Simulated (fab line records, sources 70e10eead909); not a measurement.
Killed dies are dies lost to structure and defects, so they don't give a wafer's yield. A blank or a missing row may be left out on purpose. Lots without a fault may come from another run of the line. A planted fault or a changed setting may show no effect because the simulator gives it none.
Chamber matching | flow nand_harc | NHARC_A_CHANNEL_FILL_D2_STRIP_28 on rie_diel-07: 4 sister chambers
The step strips in O2, time 20 s. 4 wafers are shown with their chamber, then 12 later ones without.

WAFERS WITH THEIR CHAMBER
wafer  | chamber | drypump_motor_current_A (A)
L085.2 | 3       | 6.5
L086.4 | 2       | 5.1
L088.4 | 1       | 5.8
L088.5 | 0       | 6.2

WAFERS WITHOUT THEIR CHAMBER
wafer  | drypump_motor_current_A (A)
L090.3 | 6.5
L090.4 | 5.8
L090.6 | 5.1
L091.3 | 5.8
L091.4 | 5.0
L091.6 | 6.5
L095.2 | 5.8
L095.4 | 5.1
L095.6 | 6.5
L097.2 | 5.1
L097.4 | 6.1
L097.6 | 5.1

WHICH CHAMBER EACH WENT THROUGH
wafer  | from the rows above | in truth
L090.3 | 3                   | 3
L090.4 | 1                   | 1
L090.6 | 2                   | 2
L091.3 | 1                   | 1
L091.4 | 2                   | 2
L091.6 | 3                   | 3
L095.2 | 1                   | 1
L095.4 | 2                   | 2
L095.6 | 3                   | 3
L097.2 | 2                   | 2
L097.4 | 0                   | 0
L097.6 | 2                   | 2
Placed correctly: 12 of 12. Can't be placed from these rows: 0. Placed wrongly: 0.
How it was worked out, from the rows above alone: a wafer's distance from a chamber is the root of the sum, over the readings, of the square of ((its reading less the chamber's mean) divided by the reading's scatter). The wafer belongs to the nearest chamber; if the next one is less than 2 further off, it can't be placed. A chamber's mean is the mean of its shown wafers. The scatter: with one shown wafer a chamber, the root of the mean of the squares of how far each hidden wafer lies from its nearest shown one.
